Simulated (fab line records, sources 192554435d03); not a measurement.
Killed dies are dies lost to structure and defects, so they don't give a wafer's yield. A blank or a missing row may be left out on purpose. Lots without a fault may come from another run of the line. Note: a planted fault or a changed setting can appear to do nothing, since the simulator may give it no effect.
2 desks, one fault	flow n5-finfet	each desk has only its own numbers; what lay behind them comes last

== FROM THE METROLOGY DESK ==
Means of the sampled wafers that have a number, per lot and without regard to the tool the lot ran on: this is what the gauges read. If a lot's mean is further than 4 standard deviations from the usual mean, the lot is out of limits and carries the mark OUT (the distance appears in the brackets). Shown are 7 of the 13 readings it has, namely the first that went out of limits plus those furthest out on some lot.
Columns: A = DIBL_N at N5_BEOL_M4_RC_MEAS_101, usual 36.5 mV/V; B = IOFF_N at N5_BEOL_M4_RC_MEAS_101, usual 0.17 nA/um; C = REXT_N at N5_BEOL_M4_RC_MEAS_101, usual 74.9 ohm.um; D = REXT_P at N5_BEOL_M4_RC_MEAS_101, usual 99.3 ohm.um; E = VT_N at N5_BEOL_M4_RC_MEAS_101, usual 249 mV; F = VT_P at N5_BEOL_M4_RC_MEAS_101, usual -251 mV; G = VT_P_LVT at N5_BEOL_M4_RC_MEAS_101, usual -98.7 mV
lot	first seen here	A	B	C	D	E	F	G
L732	day 8 17:40	39.0	0.20	73.9	101.0	245	-247	-94.5
L742	day 12 10:42	35.6	0.13	72.8	100.9	254	-254	-101.6
L746	day 13 06:44	32.7	0.11	78.8	102.9	257	-257	-106.0
L747	day 13 10:18	34.6	0.13	82.6 (+4.1) OUT	106.1	252	-255	-103.4
This desk finds L747 out of limits, with the earliest case on L747 at day 13 10:18 (REXT_N at N5_BEOL_M4_RC_MEAS_101). In limits: L732, L742, L746.

== TOOL OWNER'S DESK, ald-sin-03 ==
The tool's own readings at N5_SPACER0_ALD_08 (deposits SiNx, target thk 2 nm): means of the sampled wafers that have a number, for each lot that ran on this tool. If a lot's mean is further than 4 standard deviations from the usual mean, the lot is out of limits and carries the mark OUT (the distance appears in the brackets).
Columns: A = heater-power-w at N5_SPACER0_ALD_08, usual 855 W
lot	first seen here	A
L732	day 3 07:16	833
L746	day 6 20:09	877
L747	day 7 01:23	850
This desk's finding: nothing out of limits on any of the 3 lots.

== BROUGHT TOGETHER ==
At day 13 10:18 the metrology desk could have sounded an alarm, on L747.
The tool owner's desk saw nothing out of limits.
The tool owner's desk has L747 on record, within its limits.
N5_SPACER0_ALD_08 was run on ald-sin-03 by each of the lots named.

== WHAT WAS PUT IN BY THE SIMULATOR ==
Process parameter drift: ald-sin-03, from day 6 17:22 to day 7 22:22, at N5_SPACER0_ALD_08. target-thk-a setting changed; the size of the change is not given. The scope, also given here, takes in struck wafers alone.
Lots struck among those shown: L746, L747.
Time in hours between the start of the fault and the first out-of-limits reading at each desk: metrology desk, 161.
